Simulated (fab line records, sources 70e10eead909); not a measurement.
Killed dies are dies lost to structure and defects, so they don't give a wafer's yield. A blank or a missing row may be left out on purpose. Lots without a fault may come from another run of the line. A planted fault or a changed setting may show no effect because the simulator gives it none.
Which tool did it? | flow nand_harc | 24 lots, 72 wafers sampled, at 6 steps of a route of 1302

WHAT THE GAUGES READ, wafer by wafer
The record holds no reading of a measuring or inspecting step that can be judged against a usual standard deviation.

WHICH TOOL RAN EACH LOT (tool, then ch and the chambers of the sampled wafers, then the start)
lot  | NHARC_P_GATE_DEP_103            | NHARC_P_M1_DESCUM_14               | NHARC_P_M1_ANNEAL_31             | NHARC_P_BONDPAD_CMP_32        | NHARC_P_BONDPAD_ETCH_12                       | NHARC_P_BONDPAD_STRIP_15
L074 | pecvd-01 ch 0,2, day 5 01:09    | rie_diel-06 ch 0,1,2, day 6 06:47  | rtp_anneal-01 ch 0, day 6 08:34  | cmp-04 ch 0,2,3, day 6 14:31  | rie_diel-12 ch 0,1,2, day 6 15:56 or earlier  | rie_diel-05 ch 0,1,3, day 6 15:56
L075 | pecvd-01 ch 1,2, day 5 19:17    | rie_diel-06 ch 0,1,2, day 7 00:22  | rtp_anneal-02 ch 0, day 7 02:07  | cmp-01 ch 1,2, day 7 08:04    | rie_diel-12 ch 0,1,3, day 7 09:20 or earlier  | rie_diel-05 ch 2,3, day 7 09:20
L076 | pecvd-01 ch 0,1,2, day 6 02:56  | rie_diel-03 ch 0,1,2, day 7 10:07  | rtp_anneal-02 ch 0, day 7 11:55  | cmp-01 ch 0,2, day 7 17:42    | rie_diel-12 ch 0,1,2, day 7 19:05 or earlier  | rie_diel-10 ch 0,2,3, day 7 19:05
L077 | pecvd-03 ch 0,1,2, day 6 07:34  | rie_diel-03 ch 0,1,2, day 7 12:42  | rtp_anneal-01 ch 0, day 7 14:26  | cmp-01 ch 0,1,2, day 7 20:24  | rie_diel-12 ch 0,1,2, day 7 21:43 or earlier  | rie_diel-05 ch 1,2,3, day 7 21:43
L078 | pecvd-03 ch 0,1,2, day 6 13:26  | rie_diel-13 ch 0,1, day 7 19:13    | rtp_anneal-01 ch 0, day 7 21:09  | cmp-01 ch 0,3, day 8 02:57    | rie_diel-12 ch 0,1, day 8 04:24 or earlier    | rie_diel-05 ch 0,1,2, day 8 04:24
L079 | pecvd-01 ch 0,1,2, day 7 04:20  | rie_diel-03 ch 1,2,3, day 8 09:26  | rtp_anneal-01 ch 0, day 8 11:11  | cmp-04 ch 0,2,3, day 8 17:10  | rie_diel-05 ch 1,3, day 8 18:29 or earlier    | rie_diel-10 ch 1,2,3, day 8 18:29
L080 | pecvd-03 ch 0,1,2, day 7 15:12  | rie_diel-03 ch 0,1,2, day 8 20:02  | rtp_anneal-02 ch 0, day 8 21:49  | cmp-04 ch 1,2,3, day 9 04:02  | rie_diel-05 ch 0,1,3, day 9 05:26 or earlier  | rie_diel-12 ch 0,3, day 9 05:26
L081 | pecvd-04 ch 1,2, day 7 20:08    | rie_diel-06 ch 1,3, day 9 01:40    | rtp_anneal-02 ch 0, day 9 03:35  | cmp-03 ch 1,2,3, day 9 09:25  | rie_diel-10 ch 0,1,3, day 9 10:43 or earlier  | rie_diel-05 ch 0,2,3, day 9 10:43
L082 | pecvd-03 ch 0,1,2, day 8 07:51  | rie_diel-03 ch 0,1, day 9 12:25    | rtp_anneal-01 ch 0, day 9 14:23  | cmp-03 ch 0,1, day 9 20:11    | rie_diel-12 ch 0,1,3, day 9 21:40 or earlier  | rie_diel-05 ch 1,2,3, day 9 21:40
L083 | pecvd-01 ch 0,1,2, day 8 20:51  | rie_diel-03 ch 2,3, day 10 01:57   | rtp_anneal-01 ch 0, day 10 03:48 | cmp-01 ch 1,2,3, day 10 09:43 | rie_diel-05 ch 0,1,2, day 10 11:04 or earlier | rie_diel-05 ch 2,3, day 10 11:04
L084 | pecvd-04 ch 0,2, day 9 01:22    | rie_diel-03 ch 0,1,3, day 10 06:30 | rtp_anneal-01 ch 0, day 10 08:25 | cmp-04 ch 0,1, day 10 14:23   | rie_diel-10 ch 1,3, day 10 15:48 or earlier   | rie_diel-12 ch 0,2, day 10 15:48
L085 | pecvd-04 ch 0,2, day 9 11:24    | rie_diel-03 ch 2,3, day 10 18:40   | rtp_anneal-02 ch 0, day 10 20:56 | cmp-04 ch 1,2, day 11 02:55   | rie_diel-12 ch 1,2, day 11 04:22 or earlier   | rie_diel-12 ch 0,1,3, day 11 04:22
L086 | pecvd-01 ch 1,2, day 9 22:44    | rie_diel-03 ch 0,2, day 11 03:59   | rtp_anneal-01 ch 0, day 11 05:55 | cmp-03 ch 1,2,3, day 11 11:54 | rie_diel-10 ch 0,1,2, day 11 13:10 or earlier | rie_diel-05 ch 0,2,3, day 11 13:10
L087 | pecvd-04 ch 0,1,2, day 10 10:01 | rie_diel-03 ch 1,2,3, day 11 15:00 | rtp_anneal-02 ch 0, day 11 16:51 | cmp-04 ch 0,2, day 11 22:55   | rie_diel-12 ch 0,2, day 12 00:19 or earlier   | rie_diel-12 ch 0,3, day 12 00:19
L089 | pecvd-03 ch 0,1, day 11 05:27   | rie_diel-06 ch 1,2,3, day 12 12:06 | rtp_anneal-01 ch 0, day 12 13:50 | cmp-01 ch 1,3, day 12 19:38   | rie_diel-12 ch 0,1,2, day 12 21:04 or earlier | rie_diel-12 ch 0,2, day 12 21:04
L088 | pecvd-03 ch 1,2, day 11 06:05   | rie_diel-03 ch 0,1,3, day 12 12:07 | rtp_anneal-02 ch 0, day 12 13:53 | cmp-04 ch 1,2,3, day 12 19:49 | rie_diel-05 ch 0,1,2, day 12 21:13 or earlier | rie_diel-10 ch 0,1,3, day 12 21:13
L090 | pecvd-01 ch 0,2, day 12 01:14   | rie_diel-03 ch 1,2, day 13 08:37   | rtp_anneal-02 ch 0, day 13 10:26 | cmp-01 ch 0,1,2, day 13 16:15 | rie_diel-05 ch 0,3, day 13 17:37 or earlier   | rie_diel-05 ch 0,2,3, day 13 17:37
L091 | pecvd-03 ch 0,1,2, day 12 07:07 | rie_diel-03 ch 0,1,3, day 13 12:16 | rtp_anneal-02 ch 0, day 13 14:02 | cmp-03 ch 0,2,3, day 13 19:52 | rie_diel-10 ch 0,2,3, day 13 21:16 or earlier | rie_diel-12 ch 0,3, day 13 21:16
L092 | pecvd-03 ch 1,2, day 12 13:21   | rie_diel-03 ch 1,3, day 13 21:31   | rtp_anneal-01 ch 0, day 13 23:38 | cmp-04 ch 1,2, day 14 05:32   | rie_diel-10 ch 1,2,3, day 14 06:51 or earlier | rie_diel-05 ch 2,3, day 14 06:51
L094 | pecvd-03 ch 0,2, day 13 09:13   | rie_diel-03 ch 2,3, day 14 14:26   | rtp_anneal-01 ch 0, day 14 16:17 | cmp-04 ch 1,2,3, day 14 22:13 | rie_diel-10 ch 0,2, day 14 23:36 or earlier   | rie_diel-12 ch 1,2, day 14 23:36
L093 | pecvd-03 ch 0,1,2, day 13 09:53 | rie_diel-06 ch 1,3, day 14 15:16   | rtp_anneal-01 ch 0, day 14 17:04 | cmp-04 ch 1,2,3, day 14 23:13 | rie_diel-05 ch 0,3, day 15 00:29 or earlier   | rie_diel-12 ch 0,1,2, day 15 00:29
L095 | pecvd-03 ch 0,1, day 14 04:22   | rie_diel-06 ch 0,1, day 15 10:45   | rtp_anneal-02 ch 0, day 15 12:34 | cmp-04 ch 1,2, day 15 18:28   | rie_diel-12 ch 0,1,2, day 15 19:47 or earlier | rie_diel-10 ch 1,2,3, day 15 19:47
L096 | pecvd-04 ch 0,1,2, day 14 11:11 | rie_diel-06 ch 1,2, day 15 17:08   | rtp_anneal-01 ch 0, day 15 18:52 | cmp-01 ch 1,2,3, day 16 00:53 | rie_diel-12 ch 0,1,2, day 16 02:17 or earlier | rie_diel-05 ch 2,3, day 16 02:17
L097 | pecvd-04 ch 0,1, day 15 00:35   | rie_diel-06 ch 1,2, day 16 05:32   | rtp_anneal-02 ch 0, day 16 07:19 | cmp-01 ch 0,1,3, day 16 13:16 | rie_diel-10 ch 0,1,2, day 16 14:40 or earlier | rie_diel-12 ch 0,2,3, day 16 14:40
- NHARC_P_GATE_DEP_103: deposits SiON, target thk 30 nm.
- NHARC_P_M1_DESCUM_14: chemistry O2, time 3 s.
- NHARC_P_M1_ANNEAL_31: time 90 s.
- NHARC_P_BONDPAD_CMP_32: polishes SiCN, target thk 200 nm.
- NHARC_P_BONDPAD_ETCH_12: etches the open film in CHF3/O2, target depth 200 nm, time 100 s.
- NHARC_P_BONDPAD_STRIP_15: strips in O2.

WHAT THE TOOLS THEMSELVES READ (means of the sampled wafers that have a number; where no wafer has one, the mark that the record gives instead)
NHARC_P_GATE_DEP_103. Usual: heater_power_w 745 W, standard deviation 88.
lot  | tool     | heater_power_w (W) | flag
L074 | pecvd-01 | 656                |
L075 | pecvd-01 | 701                |
L076 | pecvd-01 | 748                |
L077 | pecvd-03 | 762                |
L078 | pecvd-03 | 757                |
L079 | pecvd-01 | 701                |
L080 | pecvd-03 | 767                |
L081 | pecvd-04 | 721                |
L082 | pecvd-03 | 745                |
L083 | pecvd-01 | 716                |
L084 | pecvd-04 | 706                |
L085 | pecvd-04 | 805                |
L086 | pecvd-01 | 686                |
L087 | pecvd-04 | 748                |
L089 | pecvd-03 | 784                |
L088 | pecvd-03 | 690                |
L090 | pecvd-01 | 736                |
L091 | pecvd-03 | 741                |
L092 | pecvd-03 | 733                |
L094 | pecvd-03 | 820                |
L093 | pecvd-03 | 790                |
L095 | pecvd-03 | 697                |
L096 | pecvd-04 | 718                |
L097 | pecvd-04 | 704                |

NHARC_P_M1_DESCUM_14. Usual: drypump_motor_current_A 5.7 A, standard deviation 0.4; oes_product_au 1.004 a.u., standard deviation 0.0094; rf_vpp_V 57.9 V, standard deviation 0.91; showerhead_plenum_p_Torr 1.93 Torr, standard deviation 0.098; throttle_valve_pct 11.311 %, standard deviation 0.0084.
lot  | tool        | drypump_motor_current_A (A) | oes_product_au (a.u.) | rf_vpp_V (V) | showerhead_plenum_p_Torr (Torr) | throttle_valve_pct (%) | flag
L074 | rie_diel-06 | 5.4                         | 0.999                 | 58.0         | 1.97                            | 11.306                 |
L075 | rie_diel-06 | 5.4                         | 1.001                 | 58.3         | 1.97                            | 11.310                 |
L076 | rie_diel-03 | 5.7                         | 1.009                 | 57.8         | 1.89                            | 11.312                 |
L077 | rie_diel-03 | 5.7                         | 1.008                 | 57.2         | 1.89                            | 11.301                 |
L078 | rie_diel-13 | 5.6                         | 0.990                 | 58.9         | 1.96                            | 11.315                 |
L079 | rie_diel-03 | 6.0                         | 1.008                 | 57.2         | 1.96                            | 11.311                 |
L080 | rie_diel-03 | 5.7                         | 1.012                 | 57.2         | 1.89                            | 11.315                 |
L081 | rie_diel-06 | 5.9                         | 1.004                 | 57.9         | 1.92                            | 11.314                 |
L082 | rie_diel-03 | 5.4                         | 1.005                 | 57.0         | 1.82                            | 11.310                 |
L083 | rie_diel-03 | 6.0                         | 0.999                 | 58.6         | 2.04                            | 11.311                 |
L084 | rie_diel-03 | 5.8                         | 1.001                 | 57.4         | 1.89                            | 11.312                 |
L085 | rie_diel-03 | 6.0                         | 0.999                 | 58.5         | 2.04                            | 11.308                 |
L086 | rie_diel-03 | 5.6                         | 1.010                 | 56.8         | 1.96                            | 11.310                 |
L087 | rie_diel-03 | 6.0                         | 1.005                 | 57.7         | 1.96                            | 11.317                 |
L089 | rie_diel-06 | 5.6                         | 0.999                 | 58.4         | 1.97                            | 11.311                 |
L088 | rie_diel-03 | 5.8                         | 1.001                 | 58.7         | 1.89                            | 11.310                 |
L090 | rie_diel-03 | 6.0                         | 1.013                 | 57.1         | 1.88                            | 11.308                 |
L091 | rie_diel-03 | 5.8                         | 1.005                 | 58.2         | 1.89                            | 11.314                 |
L092 | rie_diel-03 | 6.1                         | 1.011                 | 58.6         | 1.97                            | 11.309                 |
L094 | rie_diel-03 | 6.0                         | 1.004                 | 58.8         | 2.04                            | 11.309                 |
L093 | rie_diel-06 | 5.8                         | 1.002                 | 57.6         | 1.94                            | 11.321                 |
L095 | rie_diel-06 | 5.5                         | 1.002                 | 57.5         | 1.90                            | 11.312                 |
L096 | rie_diel-06 | 5.5                         | 1.000                 | 58.2         | 1.99                            | 11.312                 |
L097 | rie_diel-06 | 5.3                         | 0.999                 | 58.9         | 2.02                            | 11.309                 |

NHARC_P_M1_ANNEAL_31. Usual: wafer_temp_C_max 226.1, standard deviation 0.59.
lot  | tool          | wafer_temp_C_max | flag
L074 | rtp_anneal-01 | 225.9            |
L075 | rtp_anneal-02 | 226.7            |
L076 | rtp_anneal-02 | 226.6            |
L077 | rtp_anneal-01 | 225.5            |
L078 | rtp_anneal-01 | 225.4            |
L079 | rtp_anneal-01 | 225.9            |
L080 | rtp_anneal-02 | 226.5            |
L081 | rtp_anneal-02 | 226.4            |
L082 | rtp_anneal-01 | 225.3            |
L083 | rtp_anneal-01 | 225.4            |
L084 | rtp_anneal-01 | 225.7            |
L085 | rtp_anneal-02 | 226.7            |
L086 | rtp_anneal-01 | 225.7            |
L087 | rtp_anneal-02 | 226.9            |
L089 | rtp_anneal-01 | 225.6            |
L088 | rtp_anneal-02 | 226.9            |
L090 | rtp_anneal-02 | 226.8            |
L091 | rtp_anneal-02 | 226.6            |
L092 | rtp_anneal-01 | 225.8            |
L094 | rtp_anneal-01 | 225.4            |
L093 | rtp_anneal-01 | 225.6            |
L095 | rtp_anneal-02 | 226.9            |
L096 | rtp_anneal-01 | 225.4            |
L097 | rtp_anneal-02 | 226.3            |

NHARC_P_BONDPAD_CMP_32. Usual: motor_current_A 11.3 A, standard deviation 0.92.
lot  | tool   | motor_current_A (A) | flag
L074 | cmp-04 | 11.4                |
L075 | cmp-01 | 10.5                |
L076 | cmp-01 | 11.7                |
L077 | cmp-01 | 11.0                |
L078 | cmp-01 | 11.1                |
L079 | cmp-04 | 11.6                |
L080 | cmp-04 | 11.1                |
L081 | cmp-03 | 12.2                |
L082 | cmp-03 | 12.5                |
L083 | cmp-01 | 10.2                |
L084 | cmp-04 | 11.8                |
L085 | cmp-04 | 11.4                |
L086 | cmp-03 | 11.9                |
L087 | cmp-04 | 12.0                |
L089 | cmp-01 | 10.0                |
L088 | cmp-04 | 11.2                |
L090 | cmp-01 | 11.0                |
L091 | cmp-03 | 12.0                |
L092 | cmp-04 | 11.7                |
L094 | cmp-04 | 10.9                |
L093 | cmp-04 | 11.2                |
L095 | cmp-04 | 11.7                |
L096 | cmp-01 | 10.7                |
L097 | cmp-01 | 10.8                |

NHARC_P_BONDPAD_ETCH_12. Usual: drypump_motor_current_A 5.7 A, standard deviation 0.52; oes_product_au 0.933 a.u., standard deviation 0.022; rf_vpp_V 371.0 V, standard deviation 2.3; showerhead_plenum_p_Torr 2.42 Torr, standard deviation 0.094; throttle_valve_pct 20.572 %, standard deviation 0.0084.
lot  | tool        | drypump_motor_current_A (A) | oes_product_au (a.u.) | rf_vpp_V (V) | showerhead_plenum_p_Torr (Torr) | throttle_valve_pct (%) | flag
L074 | rie_diel-12 | 5.5                         | 0.917                 | 371.2        | 2.42                            | 20.577                 |
L075 | rie_diel-12 | 5.9                         | 0.919                 | 371.3        | 2.43                            | 20.576                 |
L076 | rie_diel-12 | 5.6                         | 0.916                 | 371.0        | 2.42                            | 20.574                 |
L077 | rie_diel-12 | 5.6                         | 0.915                 | 371.3        | 2.42                            | 20.574                 |
L078 | rie_diel-12 | 5.7                         | 0.913                 | 372.1        | 2.47                            | 20.574                 |
L079 | rie_diel-05 | 5.1                         | 0.922                 | 371.9        | 2.44                            | 20.569                 |
L080 | rie_diel-05 | 5.3                         | 0.929                 | 369.4        | 2.37                            | 20.575                 |
L081 | rie_diel-10 | 5.7                         | 0.973                 | 372.8        | 2.47                            | 20.565                 |
L082 | rie_diel-12 | 6.0                         | 0.921                 | 371.5        | 2.43                            | 20.573                 |
L083 | rie_diel-05 | 5.7                         | 0.927                 | 367.9        | 2.34                            | 20.577                 |
L084 | rie_diel-10 | 5.7                         | 0.957                 | 370.7        | 2.38                            | 20.567                 |
L085 | rie_diel-12 | 5.8                         | 0.960                 | 371.0        | 2.43                            | 20.570                 |
L086 | rie_diel-10 | 5.6                         | 0.967                 | 372.1        | 2.49                            | 20.570                 |
L087 | rie_diel-12 | 5.3                         | 0.916                 | 370.0        | 2.41                            | 20.574                 |
L089 | rie_diel-12 | 5.6                         | 0.967                 | 369.7        | 2.41                            | 20.588                 |
L088 | rie_diel-05 | 5.7                         | 0.919                 | 369.4        | 2.33                            | 20.574                 |
L090 | rie_diel-05 | 5.2                         | 0.913                 | 372.7        | 2.46                            | 20.569                 |
L091 | rie_diel-10 | 6.0                         | 0.926                 | 371.6        | 2.42                            | 20.575                 |
L092 | rie_diel-10 | 5.6                         | 0.970                 | 370.4        | 2.40                            | 20.577                 |
L094 | rie_diel-10 | 6.0                         | 0.934                 | 374.4        | 2.51                            | 20.573                 |
L093 | rie_diel-05 | 5.2                         | 0.922                 | 373.0        | 2.46                            | 20.572                 |
L095 | rie_diel-12 | 5.6                         | 0.923                 | 369.5        | 2.41                            | 20.577                 |
L096 | rie_diel-12 | 5.6                         | 0.917                 | 370.7        | 2.41                            | 20.569                 |
L097 | rie_diel-10 | 5.6                         | 0.940                 | 373.1        | 2.49                            | 20.571                 |

NHARC_P_BONDPAD_STRIP_15. Usual: drypump_motor_current_A 5.7 A, standard deviation 0.53; oes_product_au 0.998 a.u., standard deviation 0.01; rf_vpp_V 57.7 V, standard deviation 0.86; showerhead_plenum_p_Torr 3.53 Torr, standard deviation 0.14; throttle_valve_pct 17.037 %, standard deviation 0.009.
lot  | tool        | drypump_motor_current_A (A) | oes_product_au (a.u.) | rf_vpp_V (V) | showerhead_plenum_p_Torr (Torr) | throttle_valve_pct (%) | flag
L074 | rie_diel-05 | 5.3                         | 0.998                 | 58.0         | 3.49                            | 17.037                 |
L075 | rie_diel-05 | 5.8                         | 1.008                 | 57.4         | 3.61                            | 17.035                 |
L076 | rie_diel-10 | 6.0                         | 1.006                 | 58.3         | 3.55                            | 17.026                 |
L077 | rie_diel-05 | 5.5                         | 1.000                 | 57.7         | 3.53                            | 17.032                 |
L078 | rie_diel-05 | 5.7                         | 0.999                 | 57.6         | 3.43                            | 17.030                 |
L079 | rie_diel-10 | 5.6                         | 0.999                 | 57.2         | 3.53                            | 17.051                 |
L080 | rie_diel-12 | 6.2                         | 1.007                 | 58.4         | 3.50                            | 17.037                 |
L081 | rie_diel-05 | 5.6                         | 1.002                 | 58.0         | 3.57                            | 17.039                 |
L082 | rie_diel-05 | 5.5                         | 0.993                 | 57.5         | 3.53                            | 17.044                 |
L083 | rie_diel-05 | 5.9                         | 1.002                 | 58.5         | 3.61                            | 17.034                 |
L084 | rie_diel-12 | 5.4                         | 0.984                 | 57.2         | 3.47                            | 17.036                 |
L085 | rie_diel-12 | 6.0                         | 0.993                 | 56.7         | 3.56                            | 17.039                 |
L086 | rie_diel-05 | 5.6                         | 0.992                 | 57.2         | 3.57                            | 17.039                 |
L087 | rie_diel-12 | 5.7                         | 1.001                 | 56.9         | 3.55                            | 17.034                 |
L089 | rie_diel-12 | 5.3                         | 0.991                 | 57.7         | 3.53                            | 17.039                 |
L088 | rie_diel-10 | 5.8                         | 1.001                 | 58.1         | 3.63                            | 17.039                 |
L090 | rie_diel-05 | 5.6                         | 0.993                 | 57.4         | 3.56                            | 17.037                 |
L091 | rie_diel-12 | 5.7                         | 1.015                 | 58.4         | 3.55                            | 17.037                 |
L092 | rie_diel-05 | 5.4                         | 0.999                 | 58.3         | 3.66                            | 17.032                 |
L094 | rie_diel-12 | 5.8                         | 0.986                 | 57.9         | 3.56                            | 17.039                 |
L093 | rie_diel-12 | 5.6                         | 0.991                 | 58.5         | 3.54                            | 17.038                 |
L095 | rie_diel-10 | 5.6                         | 0.995                 | 56.9         | 3.52                            | 17.039                 |
L096 | rie_diel-05 | 5.4                         | 1.002                 | 58.0         | 3.66                            | 17.035                 |
L097 | rie_diel-12 | 5.8                         | 1.006                 | 58.5         | 3.49                            | 17.032                 |

THE ANSWER, worked out from the rows above alone
Rule: a lot is off if the mean of its wafers that have a number lies more than 3 standard deviations from the usual mean. A lot without any number at a reading at which 4 lots or more have one is off too. The other lots that the step has rows for count as sound. The gauges are gone through in route order, then the tools' own readings, and for those a lot's mean is taken as printed above. The first step at which some lot is off is used, and at that step the reading that is off furthest; a lot without a number counts as furthest.
No lot is off at any reading shown: from this, nothing can be told.

WHAT THE SIMULATOR HAD PUT IN
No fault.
